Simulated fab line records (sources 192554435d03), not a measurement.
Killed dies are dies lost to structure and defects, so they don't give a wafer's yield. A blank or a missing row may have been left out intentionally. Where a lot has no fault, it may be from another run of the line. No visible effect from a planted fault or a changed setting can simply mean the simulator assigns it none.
The tool behind it: which one? -- flow n5_finfet -- 24 lots with 72 wafers sampled at 3 steps, on a route of 1938 steps

WHAT THE GAUGES SHOWED, per wafer
N5_WELL_APT_INSPECT_38: inspects for defects (darkfield). Usual: raw_defect_count 14, standard deviation 4.9.
lot,measured,on,raw_defect_count,flag
L074,day 1 17:00,defect_inspect-01,14 19 10,
L075,day 1 22:53,defect_inspect-01,18 14 19,
L076,day 2 04:45,defect_inspect-02,3 12 5,
L077,day 2 10:39,defect_inspect-02,11 10 8,
L078,day 2 17:02,defect_inspect-02,10 18 13,
L079,day 2 22:47,defect_inspect-01,29 17 25,
L080,day 3 04:44,defect_inspect-01,18 17 12,
L081,day 3 11:02,defect_inspect-01,8 10 7,
L082,day 3 17:02,defect_inspect-01,15 24 13,
L083,day 3 23:04,defect_inspect-01,10 15 10,
L084,day 4 05:11,defect_inspect-01,14 12 10,
L085,day 4 11:10,defect_inspect-01,17 11 17,
L086,day 4 16:34,defect_inspect-02,9 15 19,
L087,day 4 22:48,defect_inspect-02,22 27 23,
L088,day 5 04:46,defect_inspect-02,14 18 22,
L089,day 5 11:16,defect_inspect-01,12 14 14,
L090,day 5 17:40,defect_inspect-02,6 11 16,
L091,day 5 23:13,defect_inspect-01,11 20 17,
L092,day 6 05:09,defect_inspect-01,11 10 7,
L093,day 6 11:05,defect_inspect-02,14 7 13,
L094,day 6 17:11,defect_inspect-01,12 13 19,
L095,day 6 23:35,defect_inspect-01,8 17 9,
L096,day 7 05:18,defect_inspect-02,27 15 4,
L097,day 7 10:44,defect_inspect-01,24 15 14,

N5_PMOS_HMC_CHANNEL_EPI_INSPECT_11: inspects for defects (macro). Usual: raw_defect_count 2.2, standard deviation 1.5.
lot,measured,on,raw_defect_count,flag
L074,day 1 17:29,defect_inspect-02,6 2 2,
L075,day 1 23:23,defect_inspect-02,3 2 1,
L076,day 2 05:07,defect_inspect-01,1 1 2,
L077,day 2 11:09,defect_inspect-02,5 5 2,
L078,day 2 17:31,defect_inspect-01,4 2 5,
L079,day 2 23:17,defect_inspect-02,2 2 2,
L080,day 3 05:13,defect_inspect-02,0 0 6,
L081,day 3 11:31,defect_inspect-02,1 2 3,
L082,day 3 17:32,defect_inspect-02,2 5 3,
L083,day 3 23:33,defect_inspect-01,1 2 3,
L084,day 4 05:33,defect_inspect-02,5 2 3,
L085,day 4 11:32,defect_inspect-01,3 4 4,
L086,day 4 17:04,defect_inspect-02,2 3 2,
L087,day 4 23:10,defect_inspect-02,1 1 4,
L088,day 5 05:16,defect_inspect-01,1 1 1,
L089,day 5 11:46,defect_inspect-01,0 2 4,
L090,day 5 18:11,defect_inspect-02,3 4 4,
L091,day 5 23:43,defect_inspect-01,1 3 3,
L092,day 6 05:31,defect_inspect-01,1 1 1,
L093,day 6 11:27,defect_inspect-02,2 1 3,
L094,day 6 17:34,defect_inspect-02,1 0 1,
L095,day 6 23:57,defect_inspect-01,0 2 1,
L096,day 7 05:47,defect_inspect-01,1 1 5,
L097,day 7 11:07,defect_inspect-02,1 3 1,

EACH LOT AND THE TOOL THAT RAN IT (in order: tool; ch and the chambers of the sampled wafers; start)
lot,N5_PMOS_HMC_CHANNEL_EPI_HM_DEP_34
L074,"pecvd-03 ch 0,1,2, day 1 17:02"
L075,"pecvd-02 ch 0,1, day 1 22:55"
L076,"pecvd-03 ch 0,1,2, day 2 04:47"
L077,"pecvd-02 ch 0,1,2, day 2 10:41"
L078,"pecvd-04 ch 0,1, day 2 17:04"
L079,"pecvd-02 ch 0,1,2, day 2 22:49"
L080,"pecvd-04 ch 0,1, day 3 04:46"
L081,"pecvd-03 ch 0,2, day 3 11:04"
L082,"pecvd-03 ch 0,1,2, day 3 17:04"
L083,"pecvd-03 ch 0,1, day 3 23:05"
L084,"pecvd-03 ch 0,2, day 4 05:13"
L085,"pecvd-03 ch 0,1,2, day 4 11:13"
L086,"pecvd-03 ch 0,1,2, day 4 16:37"
L087,"pecvd-04 ch 0,1, day 4 22:50"
L088,"pecvd-02 ch 0,1, day 5 04:49"
L089,"pecvd-02 ch 0,1,2, day 5 11:18"
L090,"pecvd-03 ch 1,2, day 5 17:43"
L091,"pecvd-04 ch 0,1,2, day 5 23:16"
L092,"pecvd-04 ch 0,1, day 6 05:11"
L093,"pecvd-03 ch 0,1,2, day 6 11:07"
L094,"pecvd-02 ch 0,1, day 6 17:13"
L095,"pecvd-04 ch 1,2, day 6 23:37"
L096,"pecvd-02 ch 0,1,2, day 7 05:20"
L097,"pecvd-04 ch 0,1,2, day 7 10:46"
- N5_PMOS_HMC_CHANNEL_EPI_HM_DEP_34: deposits SiO2 from TEOS/O2, target thk 36 nm, time 6.9 s.

WHAT THE TOOLS THEMSELVES READ (means of the sampled wafers that have a number; where no wafer has one, the mark that the record gives instead)
N5_PMOS_HMC_CHANNEL_EPI_HM_DEP_34. Usual: heater_power_w 580 W, standard deviation 130; showerhead_plenum_p_Torr 8.34 Torr, standard deviation 0.039; throttle_valve_pct 18.8 %, standard deviation 0.77.
lot,tool,heater_power_w (W),showerhead_plenum_p_Torr (Torr),throttle_valve_pct (%),flag
L074,pecvd-03,499,8.35,18.5,
L075,pecvd-02,565,8.35,19.1,
L076,pecvd-03,512,8.35,18.5,
L077,pecvd-02,596,8.34,18.9,
L078,pecvd-04,720,8.30,19.4,
L079,pecvd-02,568,8.36,18.8,
L080,pecvd-04,659,8.29,19.3,
L081,pecvd-03,415,8.36,18.4,
L082,pecvd-03,500,8.36,18.7,
L083,pecvd-03,388,8.33,19.0,
L084,pecvd-03,481,8.40,18.0,
L085,pecvd-03,443,8.35,18.8,
L086,pecvd-03,457,8.36,18.6,
L087,pecvd-04,702,8.30,19.2,
L088,pecvd-02,644,8.33,19.3,
L089,pecvd-02,610,8.35,18.8,
L090,pecvd-03,496,8.36,19.0,
L091,pecvd-04,662,8.32,19.0,
L092,pecvd-04,781,8.30,18.9,
L093,pecvd-03,516,8.35,18.8,
L094,pecvd-02,580,8.33,19.1,
L095,pecvd-04,670,8.31,19.3,
L096,pecvd-02,617,8.35,18.8,
L097,pecvd-04,702,8.31,19.0,

THE ANSWER, worked out from the rows above alone
Rule: a lot is off if the mean of its wafers that have a number lies more than 3 standard deviations from the usual mean. Also off: a lot with no number at a reading for which 4 or more lots have one. All remaining lots with rows at the step are treated as sound. After the gauges, taken in route order, come the tools' own readings; for these a lot's mean is taken, as printed above. At the first step where some lot is off, the reading lying furthest off is the one used; lots without a number count as furthest.
Across all readings shown, no lot is off: no conclusion can be drawn from this.

WHAT WAS PUT IN BY THE SIMULATOR
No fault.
